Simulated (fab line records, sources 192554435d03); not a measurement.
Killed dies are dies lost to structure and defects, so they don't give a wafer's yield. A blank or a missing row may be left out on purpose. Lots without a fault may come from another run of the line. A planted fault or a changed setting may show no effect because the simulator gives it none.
One fault seen from 3 desks | flow n5_finfet | each desk has only its own numbers; what lay behind them comes last

THE DEFECT DESK
What the inspections along the route counted, lot by lot: means of the sampled wafers that have a number. A lot is out of limits, marked OUT, if its mean lies more than 4 standard deviations from the usual mean; the brackets give that distance.
Columns: A = raw_defect_count at N5_GATE_CUT_INSPECT_15, usual 130
lot  | first seen here | A
L246 | day 4 22:22     | 181
L250 | day 5 18:30     | 188
L251 | day 5 22:20     | 142
L252 | day 6 04:07     | 110
L253 | day 6 09:38     | 109
L254 | day 6 18:14     | 115
L257 | day 7 15:35     | 74
L258 | day 7 19:05     | 104
L267 | day 9 23:52     | 175
L268 | day 10 06:13    | 136
This desk's finding: nothing out of limits on any of the 10 lots.

THE METROLOGY DESK
What the gauges read, lot by lot, whatever tool the lot ran on: means of the sampled wafers that have a number. A lot is out of limits, marked OUT, if its mean lies more than 4 standard deviations from the usual mean; the brackets give that distance. Of its 10 readings 7 are shown: those that lie furthest out on some lot.
Columns: A = DIBL_N at N5_BEOL_M4_RC_MEAS_101, usual 36.5 mV/V; B = DIBL_P at N5_BEOL_M4_RC_MEAS_101, usual 36.9 mV/V; C = IOFF_N at N5_BEOL_M4_RC_MEAS_101, usual 0.17 nA/um; D = IOFF_P at N5_BEOL_M4_RC_MEAS_101, usual 0.22 nA/um; E = ION_N at N5_BEOL_M4_RC_MEAS_101, usual 671 uA/um; F = SS_N at N5_BEOL_M4_RC_MEAS_101, usual 71.6 mV/dec; G = SS_P at N5_BEOL_M4_RC_MEAS_101, usual 73.5 mV/dec
lot  | first seen here | A    | B    | C    | D    | E   | F    | G
L246 | day 9 04:32     | 35.9 | 36.2 | 0.15 | 0.21 | 662 | 71.3 | 73.3
L250 | day 9 15:44     | 35.8 | 37.0 | 0.17 | 0.25 | 673 | 71.3 | 73.4
L251 | day 9 21:05     | 35.9 | 37.1 | 0.17 | 0.21 | 672 | 71.9 | 74.1
L252 | day 10 03:28    | 35.7 | 34.8 | 0.14 | 0.22 | 660 | 71.4 | 73.5
L254 | day 10 18:16    | 40.2 | 40.1 | 0.24 | 0.32 | 698 | 72.5 | 74.3
L253 | day 11 02:48    | 35.9 | 35.3 | 0.14 | 0.19 | 653 | 72.3 | 73.3
L257 | day 11 18:34    | 35.3 | 36.4 | 0.17 | 0.23 | 670 | 71.5 | 73.0
L258 | day 12 01:53    | 36.8 | 37.3 | 0.17 | 0.22 | 680 | 71.6 | 73.3
L267 | day 14 05:49    | 37.1 | 37.9 | 0.16 | 0.22 | 669 | 71.3 | 73.9
L268 | day 15 04:20    | 40.5 | 42.9 | 0.25 | 0.30 | 687 | 72.9 | 74.8
This desk's finding: nothing out of limits on any of the 10 lots.

THE TOOL OWNER'S DESK: rie_diel-01
The tool's own readings at N5_GATE_CUT_HM_OPEN_40 (chemistry C4F6/O2, target SiO2, target depth 139 nm, time 85.1 s): means of the sampled wafers that have a number, for each lot that ran on this tool. A lot is out of limits, marked OUT, if its mean lies more than 4 standard deviations from the usual mean; the brackets give that distance.
Columns: A = drypump_motor_current_A at N5_GATE_CUT_HM_OPEN_40, usual 5.5 A; B = etch_rf_on_time_s at N5_GATE_CUT_HM_OPEN_40, usual 94.1 s; C = mfc_ar_sccm at N5_GATE_CUT_HM_OPEN_40, usual 300.0 sccm; D = oes_product_au at N5_GATE_CUT_HM_OPEN_40, usual 0.73 a.u.; E = rf_vpp_V at N5_GATE_CUT_HM_OPEN_40, usual 669 V; F = showerhead_plenum_p_Torr at N5_GATE_CUT_HM_OPEN_40, usual 2.83 Torr; G = throttle_valve_pct at N5_GATE_CUT_HM_OPEN_40, usual 20.99 %
lot  | first seen here | A   | B               | C     | D    | E   | F    | G
L246 | day 4 22:33     | 5.6 | 92.9            | 299.0 | 0.62 | 668 | 2.88 | 20.93
L250 | day 5 18:41     | 5.2 | 95.7            | 300.2 | 0.66 | 675 | 2.73 | 21.31
L251 | day 5 22:32     | 5.2 | 96.7            | 299.8 | 0.66 | 675 | 2.73 | 21.32
L252 | day 6 04:19     | 5.5 | 94.2            | 300.3 | 0.62 | 660 | 2.84 | 21.01
L257 | day 7 15:47     | 5.3 | 92.1            | 301.1 | 0.78 | 660 | 2.85 | 21.05
L267 | day 10 00:04    | 5.4 | 136.8 (+19) OUT | 300.3 | 0.69 | 672 | 2.89 | 20.91
L268 | day 10 06:25    | 5.3 | 118.8 (+11) OUT | 299.6 | 0.73 | 689 | 2.83 | 20.91
This desk's finding: out of limits on L267, L268; first on L267, day 10 00:04 (etch_rf_on_time_s at N5_GATE_CUT_HM_OPEN_40). In limits: L246, L250, L251, L252, L257.

PUT TOGETHER
The tool owner's desk could have raised an alarm at day 10 00:04, on L267, L268.
The defect desk saw nothing out of limits.
The metrology desk saw nothing out of limits.
The defect desk has L267, L268 on record, within its limits.
The metrology desk has L267, L268 on record, within its limits.
Of the lots named, all ran N5_GATE_CUT_HM_OPEN_40 on rie_diel-01.

WHAT THE SIMULATOR HAD PUT IN
Process parameter drift: rie_diel-01, from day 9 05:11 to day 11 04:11, at N5_GATE_CUT_HM_OPEN_40. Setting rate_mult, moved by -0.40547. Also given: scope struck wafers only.
Lots struck among those shown: L267, L268.
Hours from the fault's start to each desk's first reading out of limits: the tool owner's desk, 19.
